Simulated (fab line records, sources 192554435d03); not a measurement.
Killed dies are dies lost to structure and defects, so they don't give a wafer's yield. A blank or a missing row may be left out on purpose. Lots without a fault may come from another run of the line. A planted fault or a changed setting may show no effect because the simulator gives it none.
fab line records | flow n5_finfet | part 1 of 2: steps 1 to 22 of 27
record lots=5 wafers=15 last_day=16
route steps=1938 shown BEOL_M3@948
lots that met no fault: from a run of the same line without faults
start_h: hours from the record's first day to the start of the lot's first wafer shown | wait_h: hours since the lot's step before | " the same as in the row above | L1.1+2: a row that stands for several wafers | - no value, or no start given | * or withheld: withheld | < > ~ a bound
route shown NAME@n: a module of which the file shows steps, and the number in the route of the first | usual: mean/standard deviation of fault-free wafers | same: alike in all rows | chamber/n: place in a boat | sites: the reading at each site | _std_site: their standard deviation | _edge_site: outer sites' mean less inner sites' | radius_mm: how far each site lies from the wafer's centre | mask NAME#n: copy n | behind: the tool/chamber that last shaped the wafer | hold: why the lot was held/for how many hours/how that ended | device: the transistor (n, p or np) that didn't switch | end of line: the same wafers' tests at the end of the route | a step without rows: its recipe alone | killed: dies lost to structure and defects at the first sort, not the wafer's yield | map: a wafer's dies, x killed, . not, _ none there
set.NAME: the setting as run; set.NAME@STEP: as run at that earlier step | model.NAME: the simulator's own value behind a step, which no gauge read
lots at some steps of the route; a table a step, a row a wafer
services: from which hour (start_h, from the record's first day; less than 0 if before it) a tool's chamber was out of use, for how many hours, and why
## steps
# step N5_BEOL_M3_ETCH_74
# recipe chemistry=N2/H2 target=underlayer target_depth_a=65 mask_material=CAR-EUV time_s=5.2 ion_energy_ev=200 pressure_mtorr=30 source_w=840 bias_w=150 n2_flow_sccm=200 h2_flow_sccm=200 ends=cleared
# usual drypump_motor_current_A=5.6/0.42 etch_rf_on_time_s=5.17/0.1 oes_product_au=0.68/0.081 rf_vpp_V=522.8/2.9 showerhead_plenum_p_Torr=2.51/0.093 throttle_valve_pct=17.72/0.25
# columns lot.wafer tool chamber start_h wait_h drypump_motor_current_A etch_rf_on_time_s oes_product_au rf_hours_counter_h rf_vpp_V showerhead_plenum_p_Torr throttle_valve_pct
L075.1 rie_diel-04 0 144.00 0.0 5.8 5.17 0.60 231 523.3 2.51 18.20
L075.2 " 3 " " 5.2 5.13 0.60 196 520.4 2.42 17.69
L075.5 " 2 " " 6.2 5.30 0.75 - 524.5 2.58 17.35
L085.2 rie_diel-04 3 220.93 0.0 5.1 5.08 0.59 214 521.2 2.41 17.73
L085.5 " 1 " " 5.7 5.09 0.65 - 516.7 2.33 17.60
L085.6 " 2 " " 6.2 5.14 0.72 - 526.7 2.58 17.39
L086.1 rie_diel-01 2 221.66 0.0 5.2 5.31 0.64 145 523.3 2.44 17.74
L086.3 " 1 " " 5.7 5.16 0.72 85 520.5 2.48 17.64
L086.6 " 2 " " 5.2 5.29 0.66 - 521.1 2.44 17.73
L094.2 rie_diel-03 0 265.88 0.0 6.0 5.03 0.85 1 523.1 2.49 17.25
L094.3 " 1 " " 6.3 4.98 0.78 14 525.5 2.60 17.97
L094.6 " 2 " " 5.0 5.12 0.75 - 525.2 2.60 17.56
L095.2 rie_diel-01 3 271.06 0.0 5.6 5.34 0.61 182 525.1 2.64 17.81
L095.5 " 1 " " 5.8 5.23 0.70 - 519.6 2.47 17.67
L095.6 " 3 " " 5.6 5.26 0.63 - 525.4 2.64 17.83
# step N5_BEOL_M3_ETCH_63
# recipe chemistry=CF4 target=SiARC target_depth_a=156 mask_material=CAR-EUV time_s=26 ion_energy_ev=80 pressure_mtorr=40 source_w=545 bias_w=36 Ar_flow_sccm=100 cf4_flow_sccm=100 ends=cleared
# usual drypump_motor_current_A=5.6/0.42 etch_rf_on_time_s=25.9/0.51 oes_product_au=0.68/0.081 rf_vpp_V=183.8/1 showerhead_plenum_p_Torr=2.11/0.075 throttle_valve_pct=15.47/0.24
# columns lot.wafer tool chamber start_h wait_h drypump_motor_current_A etch_rf_on_time_s oes_product_au rf_hours_counter_h rf_vpp_V showerhead_plenum_p_Torr throttle_valve_pct
L075.1 rie_diel-04 0 144.02 0.0 5.8 25.7 0.60 231 185.8 2.11 15.89
L075.2 " 3 " " 5.2 25.7 0.60 196 184.2 2.05 15.55
L075.5 " 2 " " 6.2 26.1 0.76 - 184.5 2.18 15.12
L085.2 rie_diel-04 3 220.95 0.0 5.1 25.7 0.60 214 183.2 2.04 15.57
L085.5 " 1 " " 5.7 25.8 0.64 - 183.5 1.97 15.39
L085.6 " 2 " " 6.2 26.4 0.73 - 184.6 2.18 15.15
L086.1 rie_diel-01 2 221.68 0.0 5.2 26.3 0.66 145 182.3 2.07 15.55
L086.3 " 1 " " 5.8 25.6 0.72 85 183.2 2.09 15.36
L086.6 " 2 " " 5.2 26.2 0.66 - 183.1 2.07 15.57
L094.2 rie_diel-03 0 265.90 0.0 6.0 25.0 0.86 1 184.4 2.09 15.02
L094.3 " 1 " " 6.3 25.1 0.79 14 184.0 2.19 15.60
L094.6 " 2 " " 5.0 25.8 0.75 - 185.0 2.18 15.31
L095.2 rie_diel-01 3 271.08 0.0 5.6 26.3 0.62 183 184.5 2.23 15.57
L095.5 " 1 " " 5.8 25.4 0.70 - 182.8 2.08 15.40
L095.6 " 3 " " 5.6 26.4 0.63 - 183.8 2.23 15.57
# step N5_BEOL_M3_ETCH_64
# recipe chemistry=N2/H2 target=SOC target_depth_a=750 overetch_a=150 mask_material=SiARC temp_c=40 time_s=112.5 ion_energy_ev=200 pressure_mtorr=30 source_w=840 bias_w=150 n2_flow_sccm=200 h2_flow_sccm=200
# usual drypump_motor_current_A=5.6/0.43 oes_product_au=0.63/0.073 rf_vpp_V=522.9/2.6 showerhead_plenum_p_Torr=2.51/0.093 throttle_valve_pct=17.68/0.25
# columns lot.wafer tool chamber start_h wait_h drypump_motor_current_A oes_product_au rf_hours_counter_h rf_vpp_V showerhead_plenum_p_Torr throttle_valve_pct
L075.1 rie_diel-04 0 144.05 0.0 5.8 0.55 231 523.0 2.51 18.16
L075.2 " 3 " " 5.2 0.56 196 520.3 2.42 17.65
L075.5 " 2 " " 6.2 0.70 - 525.4 2.58 17.29
L085.2 rie_diel-04 3 220.98 0.0 5.2 0.55 214 518.9 2.41 17.67
L085.5 " 1 " " 5.7 0.60 - 517.8 2.33 17.56
L085.6 " 2 " " 6.2 0.68 - 525.2 2.58 17.34
L086.1 rie_diel-01 2 221.71 0.0 5.2 0.61 145 520.8 2.44 17.72
L086.3 " 1 " " 5.8 0.66 85 519.8 2.48 17.62
L086.6 " 2 " " 5.2 0.61 - 520.5 2.44 17.70
L094.2 rie_diel-03 0 265.92 0.0 6.1 0.77 1 522.5 2.49 17.20
L094.3 " 1 " " 6.3 0.70 14 525.9 2.60 17.91
L094.6 " 2 " " 5.1 0.69 - 524.8 2.60 17.50
L095.2 rie_diel-01 3 271.10 0.0 5.6 0.58 183 527.1 2.64 17.79
L095.5 " 1 " " 5.8 0.64 - 522.3 2.47 17.64
L095.6 " 3 " " 5.6 0.59 - 527.2 2.64 17.75
# step N5_BEOL_M3_STRIP_65
# recipe chemistry=N2/H2 temp_c=40 n2_flow_sccm=200 h2_flow_sccm=200 rf_frequency_hz=6e+07
# columns lot.wafer tool chamber start_h wait_h
L075.1+2+5 rie_diel-04 0,3,2 144.16 0.1
L085.2+5+6 rie_diel-04 3,1,2 221.08 0.1
L086.1+3+6 rie_diel-01 2,1,2 221.81 0.1
L094.2+3+6 rie_diel-03 0,1,2 266.03 0.1
L095.2+5+6 rie_diel-01 3,1,3 271.21 0.1
# step N5_BEOL_M3_STRIP_75
# recipe chemistry=N2/H2 temp_c=40 n2_flow_sccm=200 h2_flow_sccm=200 rf_frequency_hz=6e+07
# columns lot.wafer tool chamber start_h wait_h
L075.1+2+5 rie_diel-04 0,3,2 144.17 0.0
L085.2+5+6 rie_diel-04 3,1,2 221.09 0.0
L086.1+3+6 rie_diel-01 2,1,2 221.82 0.0
L094.2+3+6 rie_diel-03 0,1,2 266.04 0.0
L095.2+5+6 rie_diel-01 3,1,3 271.22 0.0
# step N5_BEOL_M3_STRIP_66
# recipe chemistry=CF4 resist=SiARC power_w=300 bias_power_w=75 pressure_mtorr=50 cf4_flow_sccm=150 rf_frequency_hz=6e+07
# usual drypump_motor_current_A=5.6/0.42 oes_product_au=0.79/0.09 power_w=300.1/0.97 rf_vpp_V=270.6/1.4 showerhead_plenum_p_Torr=1.77/0.062 throttle_valve_pct=13.45/0.26
# columns lot.wafer tool chamber start_h wait_h drypump_motor_current_A oes_product_au power_w rf_hours_counter_h rf_vpp_V showerhead_plenum_p_Torr throttle_valve_pct
L075.1 rie_diel-04 0 144.18 0.0 5.8 0.69 300.1 231 270.6 1.77 13.90
L075.2 " 3 " " 5.2 0.69 300.2 196 268.8 1.71 13.54
L075.5 " 2 " " 6.2 0.88 300.2 - 270.7 1.82 13.04
L085.2 rie_diel-04 3 221.10 0.0 5.2 0.68 301.6 214 270.0 1.70 13.57
L085.5 " 1 " " 5.7 0.75 302.1 - 267.5 1.65 13.39
L085.6 " 2 " " 6.2 0.85 299.9 - 271.2 1.81 13.11
L086.1 rie_diel-01 2 221.83 0.0 5.2 0.77 299.0 145 269.6 1.73 13.57
L086.3 " 1 " " 5.8 0.83 299.5 85 270.3 1.75 13.32
L086.6 " 2 " " 5.2 0.77 299.6 - 269.7 1.73 13.56
L094.2 rie_diel-03 0 266.05 0.0 6.0 0.97 302.2 1 270.0 1.76 13.00
L094.3 " 1 " " 6.3 0.89 298.8 15 272.7 1.83 13.50
L094.6 " 2 " " 5.0 0.86 298.9 - 271.4 1.83 13.29
L095.2 rie_diel-01 3 271.23 0.0 5.6 0.73 301.4 183 272.0 1.86 13.56
L095.5 " 1 " " 5.8 0.81 298.6 - 269.8 1.74 13.36
L095.6 " 3 " " 5.6 0.73 300.5 - 272.2 1.86 13.56
# step N5_BEOL_M3_HM_OPEN_17
# recipe chemistry=Cl2/BCl3 target_depth_a=200 overetch_a=60 target=TiN mask_material=SOC ion_energy_ev=150 pressure_mtorr=10 icp_w=1000 bias_w=126 Cl2_flow_sccm=53.25 bcl3_flow_sccm=21.75 Ar_flow_sccm=25
# usual drypump_motor_current_A=5.6/0.67 oes_product_au=0.67/0.11 throttle_valve_pct=22.03/0.27
# columns lot.wafer tool chamber start_h wait_h drypump_motor_current_A oes_product_au rf_hours_counter_h throttle_valve_pct
L075.1 rie_metal-01 1 144.22 0.0 6.6 0.68 39 22.32
L075.2 " 0 " " 5.0 0.54 119 22.48
L075.5 " 1 " " 6.5 0.68 - 22.32
L085.2 rie_metal-03 0 221.14 0.0 5.1 0.54 116 21.87
L085.5 " 0 " " 5.0 0.54 - 21.88
L085.6 " 1 " " 6.7 0.66 - 22.08
L086.1 rie_metal-02 1 221.87 0.0 5.2 0.76 9 21.77
L086.3 " 1 " " 5.2 0.78 - 21.75
L086.6 " 1 " " 5.2 0.77 - 21.76
L094.2 rie_metal-02 1 266.09 0.0 5.1 0.75 14 21.77
L094.3 " 0 " " 5.5 0.83 - 21.77
L094.6 " 1 " " 5.2 0.75 - 21.76
L095.2 rie_metal-03 1 271.30 0.1 6.8 0.65 - 22.10
L095.5 " 1 " " 6.8 0.65 - 22.08
L095.6 " 1 " " 6.8 0.64 - 22.10
# step N5_BEOL_M3_STRIP_19
# recipe chemistry=O2 power_w=400 temp_c=40 pressure_mtorr=30 rf_frequency_hz=6e+07 bias_power_w=0 overash_fraction=0.2 o2_flow_sccm=225
# usual drypump_motor_current_A=5.6/0.45 o2_flow_sccm=224.9/0.69 oes_product_au=0.78/0.1 rf_vpp_V=3.6/0.47 showerhead_plenum_p_Torr=2.07/0.067 throttle_valve_pct=16.53/0.26
# columns lot.wafer tool chamber start_h wait_h drypump_motor_current_A o2_flow_sccm oes_product_au rf_hours_counter_h rf_vpp_V showerhead_plenum_p_Torr throttle_valve_pct
L075.1 rie_diel-03 3 144.33 0.1 5.7 225.2 0.68 225 3.6 2.07 16.81
L075.2 " 0 " " 6.0 226.9 0.69 226 3.9 2.05 16.41
L075.5 " 0 " " 6.0 224.7 0.69 - 3.5 2.05 16.42
L085.2 rie_diel-03 2 221.34 0.2 5.0 224.5 0.93 17 3.9 2.12 16.21
L085.5 " 0 " " 6.0 224.9 0.68 - 4.1 2.04 16.47
L085.6 " 3 " " 5.7 225.3 0.67 - 3.4 2.07 16.87
L086.1 rie_diel-01 0 222.09 0.2 5.0 225.1 0.91 19 3.6 2.06 16.30
L086.3 " 2 " " 5.2 224.6 0.76 145 4.4 2.02 16.63
L086.6 " 1 " " 5.7 224.8 0.83 - 3.7 2.03 16.36
L094.2 rie_diel-03 1 266.20 0.1 6.3 224.7 0.91 15 3.4 2.15 16.69
L094.3 " 2 " " 5.0 223.9 0.88 37 3.4 2.11 16.26
L094.6 " 2 " " 5.1 224.6 0.88 - 3.3 2.12 16.25
L095.2 rie_diel-04 0 271.53 0.2 5.8 225.6 0.95 3 3.6 2.05 16.51
L095.5 " 3 " " 5.2 224.1 0.67 - 4.0 1.98 16.64
L095.6 " 2 " " 6.2 223.4 0.83 - 3.1 2.12 16.23
# step N5_BEOL_M3_CD_MEAS_18
# recipe pitch_nm=36 target_cd_nm=18
# usual cd_nm=18.2/0.32
# columns lot.wafer tool chamber start_h wait_h cd_nm
L075.1 cd_sem-01 - 144.40 0.0 17.9
L075.2 " - " " 18.0
L075.5 " - " " 18.2
L085.2 cd_sem-02 - 221.41 0.1 18.5
L085.5 " - " " 18.5
L085.6 " - " " 18.2
L086.1 cd_sem-02 - 222.16 0.0 18.0
L086.3 " - " " 18.2
L086.6 " - " " 18.4
L094.2 cd_sem-02 - 266.27 0.1 18.8
L094.3 " - " " 18.4
L094.6 " - " " 18.3
L095.2 cd_sem-01 - 271.60 0.1 17.8
L095.5 " - " " 18.4
L095.6 " - " " 17.9
# step N5_BEOL_M3_COAT_67
# recipe resist=SOC temp_c=250 time_s=60 spin_rpm=1500 resist_thk_nm=60
# columns lot.wafer tool chamber start_h wait_h
L075.1+2+5 litho_track-05 0 144.43 0.0
L085.2+5+6 litho_track-05 0 221.45 0.0
L086.1+3+6 litho_track-03 0 222.19 0.0
L094.2+3+6 litho_track-05 0 266.31 0.0
L095.2+5+6 litho_track-03 0 271.64 0.0
# step N5_BEOL_M3_COAT_68
# recipe resist=SiARC temp_c=220 time_s=60 spin_rpm=1500 resist_thk_nm=12
# columns lot.wafer tool chamber start_h wait_h
L075.1+2+5 litho_track-05 0 - -
L085.2+5+6 litho_track-05 0 - -
L086.1+3+6 litho_track-03 0 - -
L094.2+3+6 litho_track-05 0 - -
L095.2+5+6 litho_track-03 0 - -
# step N5_BEOL_M3_COAT_76
# recipe resist=underlayer temp_c=205 time_s=60 spin_rpm=1500 resist_thk_nm=5
# columns lot.wafer tool chamber start_h wait_h
L075.1+2+5 litho_track-05 0 - -
L085.2+5+6 litho_track-05 0 - -
L086.1+3+6 litho_track-03 0 - -
L094.2+3+6 litho_track-05 0 - -
L095.2+5+6 litho_track-03 0 - -
# step N5_BEOL_M3_COAT_22
# recipe resist=CAR-EUV spin_rpm=1500 resist_thk_nm=30
# columns lot.wafer tool chamber start_h wait_h
L075.1+2+5 litho_track-05 0 - -
L085.2+5+6 litho_track-05 0 - -
L086.1+3+6 litho_track-03 0 - -
L094.2+3+6 litho_track-05 0 - -
L095.2+5+6 litho_track-03 0 - -
# step N5_BEOL_M3_EBR_24
# recipe solvent=PGMEA ebr_width_mm=1.5
# columns lot.wafer tool chamber start_h wait_h
L075.1+2+5 litho_track-05 0 - -
L085.2+5+6 litho_track-05 0 - -
L086.1+3+6 litho_track-03 0 - -
L094.2+3+6 litho_track-05 0 - -
L095.2+5+6 litho_track-03 0 - -
# step N5_BEOL_M3_SOFTBAKE_23
# recipe temp_c=110 time_s=60 resist=CAR-EUV
# columns lot.wafer tool chamber start_h wait_h
L075.1+2+5 litho_track-05 0 - -
L085.2+5+6 litho_track-05 0 - -
L086.1+3+6 litho_track-03 0 - -
L094.2+3+6 litho_track-05 0 - -
L095.2+5+6 litho_track-03 0 - -
# step N5_BEOL_M3_EXPOSE_25
# recipe mask_id=V2 na=0.33 source_shape=quasar sigma_inner=0.2 sigma_outer=0.8 polarization=unpolarized defocus_nm=5 dose_mj=63
# usual stage_msd_nm=0.908/0.026
# columns lot.wafer tool chamber start_h wait_h mask stage_msd_nm
L075.1 euv_scanner-01 0 144.71 - V2#0 0.873
L075.2 " 0 " " V2#0 0.875
L075.5 " 0 " " V2#0 0.873
L085.2 euv_scanner-01 0 221.72 - V2#0 0.873
L085.5 " 0 " " V2#0 0.872
L085.6 " 0 " " V2#0 0.876
L086.1 euv_scanner-01 0 222.33 - V2#0 0.878
L086.3 " 0 " " V2#0 0.877
L086.6 " 0 " " V2#0 0.874
L094.2 euv_scanner-02 0 266.45 - V2#0 0.931
L094.3 " 0 " " V2#0 0.932
L094.6 " 0 " " V2#0 0.937
L095.2 euv_scanner-01 0 271.91 - V2#0 0.872
L095.5 " 0 " " V2#0 0.876
L095.6 " 0 " " V2#0 0.873
# step N5_BEOL_M3_PEB_26
# recipe peb_temp_c=100 peb_time_s=60 resist=CAR-EUV
# columns lot.wafer tool chamber start_h wait_h
L075.1+2+5 litho_track-03 0 144.79 0.1
L085.2+5+6 litho_track-02 0 221.79 0.1
L086.1+3+6 litho_track-03 0 222.41 0.1
L094.2+3+6 litho_track-03 0 266.53 0.1
L095.2+5+6 litho_track-03 0 271.98 0.1
# step N5_BEOL_M3_DEVELOP_27
# recipe develop_time_s=30 developer=TMAH resist=CAR-EUV rinse_liquid=surfactant_rinse dry=air_spin dev_temp_c=23
# columns lot.wafer tool chamber start_h wait_h
L075.1+2+5 litho_track-03 0 - -
L085.2+5+6 litho_track-02 0 - -
L086.1+3+6 litho_track-03 0 - -
L094.2+3+6 litho_track-03 0 - -
L095.2+5+6 litho_track-03 0 - -
# step N5_BEOL_M3_CD_MEAS_28
# recipe target_cd_nm=25.7 landing_energy_ev=500 detector=se_inlens target_cd_y_nm=23.3 polarity=opening
# usual cd_nm=25.67/0.23
# same landing_energy_ev=500
# columns lot.wafer tool chamber start_h wait_h cd_nm
L075.1 cd_sem-01 0 144.86 - 25.68
L075.2 " 0 " " 25.44
L075.5 " 0 " " 25.52
L085.2 cd_sem-01 0 221.85 - 25.47
L085.5 " 0 " " 25.32
L085.6 " 0 " " 25.49
L086.1 cd_sem-01 0 222.47 - 25.34
L086.3 " 0 " " 25.22
L086.6 " 0 " " 25.26
L094.2 cd_sem-01 0 266.59 - 25.61
L094.3 " 0 " " 25.80
L094.6 " 0 " " 25.85
L095.2 cd_sem-03 0 272.05 - 25.49
L095.5 " 0 " " 25.26
L095.6 " 0 " " 25.32
# step N5_BEOL_M3_OVL_MEAS_29
# recipe points_per_wafer=522
# usual V2_OVL=0.0/0.67
# columns lot.wafer tool chamber start_h wait_h V2_OVL[nm]
L075.1 overlay-02 0 144.89 0.0 -0.4
L075.2 " 0 " " 0.1
L075.5 " 0 " " 0.3
L085.2 overlay-02 0 221.89 0.0 -0.2
L085.5 " 0 " " -0.5
L085.6 " 0 " " -0.2
L086.1 overlay-01 0 222.50 0.0 0.0
L086.3 " 0 " " 0.4
L086.6 " 0 " " 0.2
L094.2 overlay-02 0 266.63 0.0 -0.5
L094.3 " 0 " " 1.3
L094.6 " 0 " " -0.4
L095.2 overlay-02 0 272.08 0.0 0.5
L095.5 " 0 " " -0.6
L095.6 " 0 " " -0.1
# step N5_BEOL_M3_INSPECT_30
# recipe mode=adi inspect_instrument=brightfield
# usual raw_defect_count=406/110
# columns lot.wafer tool chamber start_h wait_h raw_defect_count
L075.1 defect_inspect-02 - 144.95 0.1 582
L075.2 " - " " 363
L075.5 " - " " 513
L085.2 defect_inspect-02 - 221.94 0.0 335
L085.5 " - " " 408
L085.6 " - " " 341
L086.1 defect_inspect-02 - 222.56 0.1 406
L086.3 " - " " 398
L086.6 " - " " 431
L094.2 defect_inspect-01 - 266.68 0.0 347
L094.3 " - " " 280
L094.6 " - " " 352
L095.2 defect_inspect-01 - 272.14 0.0 290
L095.5 " - " " 346
L095.6 " - " " 328
# step N5_BEOL_M3_DESCUM_33
# recipe chemistry=O2 time_s=7 source_power_w=50 bias_power_w=20 pressure_mtorr=20 rf_frequency_hz=2.712e+07 temp_c=40 resist=CAR-EUV o2_flow_sccm=225
# usual drypump_motor_current_A=5.6/0.44 o2_flow_sccm=224.9/0.67 oes_product_au=0.78/0.092 rf_vpp_V=242.7/1.5 showerhead_plenum_p_Torr=2.06/0.07 throttle_valve_pct=20.24/0.24
# columns lot.wafer tool chamber start_h wait_h drypump_motor_current_A o2_flow_sccm oes_product_au rf_hours_counter_h rf_vpp_V showerhead_plenum_p_Torr throttle_valve_pct
L075.1 rie_diel-03 3 144.98 0.0 5.7 224.7 0.68 225 243.6 2.07 20.52
L075.2 " 1 " " 6.3 224.7 0.69 229 243.6 2.15 20.75
L075.5 " 1 " " 6.3 224.6 0.69 - 245.8 2.15 20.76
L085.2 rie_diel-01 0 221.98 0.0 5.0 224.3 0.90 19 242.4 2.06 20.05
L085.5 " 3 " " 5.6 223.8 0.75 - 243.7 2.17 20.21
L085.6 " 2 " " 5.2 225.5 0.77 - 241.2 2.02 20.34
L086.1 rie_diel-01 2 222.60 0.0 5.2 223.8 0.76 145 241.6 2.02 20.36
L086.3 " 3 " " 5.6 225.5 0.75 164 244.0 2.17 20.18
L086.6 " 0 " " 5.0 226.5 0.90 - 243.1 2.06 20.06
L094.2 rie_diel-03 1 266.72 0.0 6.3 225.5 0.91 15 243.4 2.14 20.54
L094.3 " 2 " " 5.0 225.4 0.90 37 243.6 2.11 19.99
L094.6 " 0 " " 6.0 223.9 1.00 - 243.0 2.03 19.80
L095.2 rie_diel-03 2 272.17 0.0 5.0 224.3 0.87 40 243.7 2.11 19.98
L095.5 " 2 " " 5.0 224.9 0.88 - 241.1 2.11 19.99
L095.6 " 1 " " 6.3 225.3 0.89 - 244.1 2.14 20.53
